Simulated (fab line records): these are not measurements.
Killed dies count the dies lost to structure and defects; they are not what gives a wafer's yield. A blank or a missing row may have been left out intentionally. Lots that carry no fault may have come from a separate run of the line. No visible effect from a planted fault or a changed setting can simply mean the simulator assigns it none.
The tool behind it: which one? -- flow n5-finfet -- Sampling: 12 lots, 36 wafers, 6 of 1938 route steps

== WHAT EACH GAUGE READ, for each wafer ==
N5_MOL_CONTACT_COAG_CD_MEAS_84: target cd 25.1 nm.
lot,measured,on,cd-nm (nm)
L075,day 5 13:56,cd-sem-03,25.0 25.1 25.4
L077,day 6 00:02,cd-sem-02,25.1 25.2 25.6
L079,day 6 12:58,cd-sem-01,25.1 25.0 24.6
L081,day 7 06:48,cd-sem-01,24.9 24.6 24.8
L083,day 7 09:47,cd-sem-02,24.8 24.8 25.4
L085,day 8 02:04,cd-sem-01,25.0 25.2 25.6
L087,day 8 15:53,cd-sem-03,24.5 24.6 24.4
L089,day 9 00:40,cd-sem-03,24.9 25.0 24.6
L091,day 9 08:38,cd-sem-02,24.9 25.2 24.4
L093,day 9 23:59,cd-sem-01,24.7 25.2 25.6
L095,day 10 09:38,cd-sem-02,25.1 25.2 25.6
L096,day 10 21:22,cd-sem-02,24.8 24.7 25.0

== TOOL THAT RAN EACH LOT (tool first, then ch and the chambers of the sampled wafers, then the start) ==
lot,N5_GATE_CUT_HM_OPEN_40,N5_MOL_CONTACT_COAG_STRIP_98,N5_MOL_CONTACT_COAG_TI_SIL_19,N5_MOL_CONTACT_COAG_SIL_ANNEAL_21,N5_MOL_CONTACT_COAG_SPUTTER_130
L075,"rie-diel-06 ch 2,3, day 4 19:57","rie-diel-03 ch 0,3, day 5 03:41","pvd-sputter-01, day 5 06:47","rtp-anneal-02 ch 0, day 5 07:22","pvd-sputter-02, day 5 10:12"
L077,"rie-diel-04 ch 1,2, day 5 12:11","rie-diel-01 ch 2,3, day 5 16:09","pvd-sputter-02, day 5 16:46","rtp-anneal-02 ch 0, day 5 17:22","pvd-sputter-01, day 5 20:08"
L079,"rie-diel-04 ch 1,3, day 5 22:04","rie-diel-01 ch 0,2, day 6 02:17","pvd-sputter-03, day 6 04:42","rtp-anneal-02 ch 0, day 6 05:16","pvd-sputter-03, day 6 09:13"
L081,"rie-diel-06 ch 1,2,3, day 6 18:08","rie-diel-05 ch 0,2, day 6 22:13","pvd-sputter-03, day 6 22:44","rtp-anneal-02 ch 0, day 6 23:18","pvd-sputter-03, day 7 02:12"
L083,"rie-diel-02 ch 2,3, day 6 21:50","rie-diel-03 ch 0,1, day 7 02:10","pvd-sputter-03, day 7 02:42","rtp-anneal-02 ch 0, day 7 03:14","pvd-sputter-03, day 7 05:12"
L085,"rie-diel-06 ch 0,3, day 7 13:42","rie-diel-03 ch 0,1, day 7 17:57","pvd-sputter-01, day 7 18:32","rtp-anneal-01 ch 0, day 7 19:10","pvd-sputter-01, day 7 21:13"
L087,"rie-diel-02 ch 1,2, day 8 01:38","rie-diel-05 ch 1,2,3, day 8 05:59","pvd-sputter-02, day 8 06:35","rtp-anneal-02 ch 0, day 8 07:07","pvd-sputter-03, day 8 10:59"
L089,"rie-diel-02 ch 2,3, day 8 10:09","rie-diel-01 ch 1,2, day 8 14:41","pvd-sputter-02, day 8 15:15","rtp-anneal-01 ch 0, day 8 15:47","pvd-sputter-01, day 8 20:32"
L091,"rie-diel-06 ch 0,2, day 8 18:01","rie-diel-03 ch 0,1,3, day 8 22:59","pvd-sputter-02, day 9 00:14","rtp-anneal-02 ch 0, day 9 00:46","pvd-sputter-03, day 9 04:44"
L093,"rie-diel-04 ch 1,3, day 9 08:25","rie-diel-01 ch 0,2, day 9 12:34","pvd-sputter-02, day 9 16:07","rtp-anneal-02 ch 0, day 9 16:40","pvd-sputter-01, day 9 20:12"
L095,"rie-diel-04 ch 2,3, day 9 19:04","rie-diel-05 ch 0,1,2, day 9 23:07","pvd-sputter-02, day 10 01:06","rtp-anneal-02 ch 0, day 10 01:36","pvd-sputter-01, day 10 05:21"
L096,"rie-diel-02 ch 0,2,3, day 10 09:38","rie-diel-03 ch 0,2,3, day 10 13:39","pvd-sputter-01, day 10 14:13","rtp-anneal-02 ch 0, day 10 14:42","pvd-sputter-01, day 10 17:29"
- N5_GATE_CUT_HM_OPEN_40: chemistry C4F6/O2, target SiO2, target depth 139 nm, time 85.1 s.
- N5_MOL_CONTACT_COAG_STRIP_98: strips in N2/H2.
- N5_MOL_CONTACT_COAG_TI_SIL_19: material Ti, target thk 4.2 nm, time 15 s.
- N5_MOL_CONTACT_COAG_SIL_ANNEAL_21: time 60 s.
- N5_MOL_CONTACT_COAG_SPUTTER_130: material Co, target thk 47.5 nm.

== THE ANSWER, worked out from the rows above alone ==
Rule: the usual values come from the lots themselves. Put in order of their means at a reading, lots are off if they are a third of the lots or fewer, leave a main group of 4 or more, and stand apart from it by a gap of 3 or more times the standard deviation of the main group's means; of several such gaps the widest counts. If all means in a main group match to the digits the tables above print for the reading, that group is not used. A lot without any number at a reading at which 4 lots or more have one is off too. Where the step has rows for the other lots, those lots are counted as sound.
None of the lots is off at any reading shown; this tells nothing.

== WHAT THE SIMULATOR HAD INSERTED ==
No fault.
